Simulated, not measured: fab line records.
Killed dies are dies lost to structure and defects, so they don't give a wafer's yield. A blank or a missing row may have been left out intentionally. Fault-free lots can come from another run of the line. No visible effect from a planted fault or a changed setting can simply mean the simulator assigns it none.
Which tool is to blame? -- flow nand harc -- 39 wafers from 13 lots sampled at 5 of the route's 1302 steps

WHAT EACH GAUGE READ, for each wafer
NHARC_P_ZERO_WELL_CD_MEAS_24 targets a cd of 720 nm.
lot,measured,on,cd nm (nm)
L358,day 1 22:49,cd sem-01,720.5 719.2 721.3
L359,day 2 08:20,cd sem-03,720.0 719.3 720.1
L361,day 3 04:21,cd sem-01,719.4 720.4 721.9
L363,day 4 00:20,cd sem-03,718.9 720.3 718.0
L365,day 4 20:40,cd sem-03,721.1 716.4 717.5
L373,day 8 04:35,cd sem-01,719.3 719.8 717.7
L374,day 8 14:53,cd sem-01,719.7 718.9 718.1
L375,day 9 00:27,cd sem-02,719.4 720.5 719.1
L376,day 9 10:29,cd sem-02,719.1 719.6 718.7
L377,day 9 20:27,cd sem-03,720.7 718.6 719.0
L378,day 10 06:36,cd sem-03,719.5 717.6 721.5
L380,day 11 02:28,cd sem-01,718.6 718.1 718.0
L381,day 11 13:34,cd sem-01,723.5 718.6 720.8

NHARC_P_STI_CD_MEAS_16.
lot,measured,on,cd nm (nm)
L358,day 3 02:55,cd sem-03,201.6 202.7 200.9
L359,day 3 11:24,cd sem-02,195.9 200.5 202.6
L361,day 4 04:21,cd sem-02,198.6 198.1 202.5
L363,day 4 22:37,cd sem-03,200.5 197.3 198.6
L365,day 5 22:56,cd sem-02,201.8 201.2 201.4
L373,day 9 00:51,cd sem-03,199.5 201.5 198.5
L374,day 9 12:54,cd sem-01,202.7 199.4 201.1
L375,day 10 00:17,cd sem-02,204.5 202.3 202.4
L376,day 10 07:58,cd sem-01,200.6 199.3 198.6
L377,day 10 21:20,cd sem-03,200.0 199.1 198.9
L378,day 11 08:05,cd sem-03,203.4 199.6 201.5
L380,day 12 00:42,cd sem-03,197.7 200.5 198.1
L381,day 12 09:40,cd sem-03,200.5 199.2 201.3

NHARC_END_SORT_01.
lot,measured,on,killed at array,killed at other,killed at periphery,killed dies,killed open,killed short
L374,day 30 22:38,prober-01,91 80 71,1 0 0,5 8 6,97 88 77,4 2 1,2 1 3

WHAT TOOL EACH LOT RAN ON (gives the tool, then ch and the chambers of the sampled wafers, and finally the start)
lot,NHARC_P_ZERO_WELL_DESCUM_13,NHARC_P_ZERO_WELL_STRIP_56
L358,"rie diel-03 ch 0,3, day 1 21:35","wet bench-07 ch 4,6,7, day 2 02:49"
L359,"rie diel-03 ch 0,3, day 2 07:17","wet bench-07 ch 0,6,7, day 2 12:16"
L361,"rie diel-07 ch 2,3, day 3 03:17","wet bench-07 ch 0,2,3, day 3 08:28"
L363,"rie diel-03 ch 0,2,3, day 3 23:17","wet bench-07 ch 3,4,5, day 4 04:15"
L365,"rie diel-03 ch 0,3, day 4 19:16","wet bench-07 ch 2,4,6, day 5 00:40"
L373,"rie diel-10 ch 0,1,2, day 8 03:24","wet bench-05 ch 1,4,7, day 8 08:35"
L374,"rie diel-03 ch 2,3, day 8 13:17","wet bench-07 ch 3,5,7, day 8 18:53"
L375,"rie diel-07 ch 1,2, day 8 23:23","wet bench-05 ch 2,3,6, day 9 04:26"
L376,"rie diel-07 ch 0,2,3, day 9 09:25","wet bench-07 ch 3,5,6, day 9 14:12"
L377,"rie diel-10 ch 0,3, day 9 19:23","wet bench-05 ch 0,6,7, day 10 00:19"
L378,"rie diel-10 ch 0,2,3, day 10 05:25","wet bench-03 ch 2,3,6, day 10 14:29"
L380,"rie diel-03 ch 0,1,2, day 11 01:21","wet bench-07 ch 3,4,6, day 11 06:30"
L381,"rie diel-03 ch 0,3, day 11 11:55","wet bench-03 ch 1,2,3, day 11 17:29"
- NHARC_P_ZERO_WELL_DESCUM_13: chemistry O2, time 3 s.
- NHARC_P_ZERO_WELL_STRIP_56: strips in SPM, time 840 s.

AS READ BY THE TOOLS THEMSELVES (means over the sampled wafers that have a number; for cases with no such wafer, the mark the record gives instead)
NHARC_P_ZERO_WELL_DESCUM_13.
lot,tool,drypump motor current A (A),oes product au (a.u.),rf vpp V (V),showerhead plenum p Torr (Torr),throttle valve pct (%)
L358,rie diel-03,5.7,1.011,57.5,1.87,11.302
L359,rie diel-03,6.0,1.003,57.1,1.87,11.315
L361,rie diel-07,6.1,1.012,57.5,1.90,11.310
L363,rie diel-03,5.6,1.009,58.0,1.92,11.314
L365,rie diel-03,5.7,1.007,58.2,1.86,11.309
L373,rie diel-10,6.0,0.993,58.0,1.86,11.311
L374,rie diel-03,5.3,0.998,57.5,1.96,11.310
L375,rie diel-07,6.1,1.011,58.2,1.93,11.318
L376,rie diel-07,6.0,1.006,57.6,1.88,11.312
L377,rie diel-10,4.9,1.011,58.1,1.95,11.308
L378,rie diel-10,5.4,0.999,57.9,1.89,11.313
L380,rie diel-03,5.9,0.996,57.5,1.88,11.318
L381,rie diel-03,5.7,1.003,57.6,1.85,11.312

NHARC_P_ZERO_WELL_STRIP_56.
lot,tool,run length s (s)
L358,wet bench-07,843.9
L359,wet bench-07,843.4
L361,wet bench-07,843.1
L363,wet bench-07,176.9
L365,wet bench-07,176.0
L373,wet bench-05,843.0
L374,wet bench-07,844.4
L375,wet bench-05,843.1
L376,wet bench-07,843.6
L377,wet bench-05,843.7
L378,wet bench-03,844.2
L380,wet bench-07,843.1
L381,wet bench-03,843.6

THE ANSWER, worked out from the rows above alone
Rule: the lots themselves supply what counts as usual. The widest of any qualifying gaps counts: lots, ordered by their means at a reading, are off when they make up no more than a third of the lots, leave a main group of 4 or more, and stand apart from it by 3 or more times the standard deviation of that group's means. A main group whose means are all the same, to the digits that the tables above print for the reading, isn't used. Also off: a lot with no number at a reading for which 4 or more lots have one. Any other lot the step has rows for is counted as sound. The gauges are gone through in route order, then the tools' own readings, and for those a lot's mean is taken as printed above. The first step at which some lot is off is used, and at that step the reading that is off furthest; a lot without a number counts as furthest.
Off at NHARC_P_ZERO_WELL_STRIP_56 (run length s): L363, L365. For the main group the mean is 843.6 s and the standard deviation 0.45.
If a tool, at that step or one of the process steps before it, ran each lot that is off and ran no sound lot following the first of them, it fits. No candidate that was tried fits.

WHAT THE SIMULATOR HAD INSERTED
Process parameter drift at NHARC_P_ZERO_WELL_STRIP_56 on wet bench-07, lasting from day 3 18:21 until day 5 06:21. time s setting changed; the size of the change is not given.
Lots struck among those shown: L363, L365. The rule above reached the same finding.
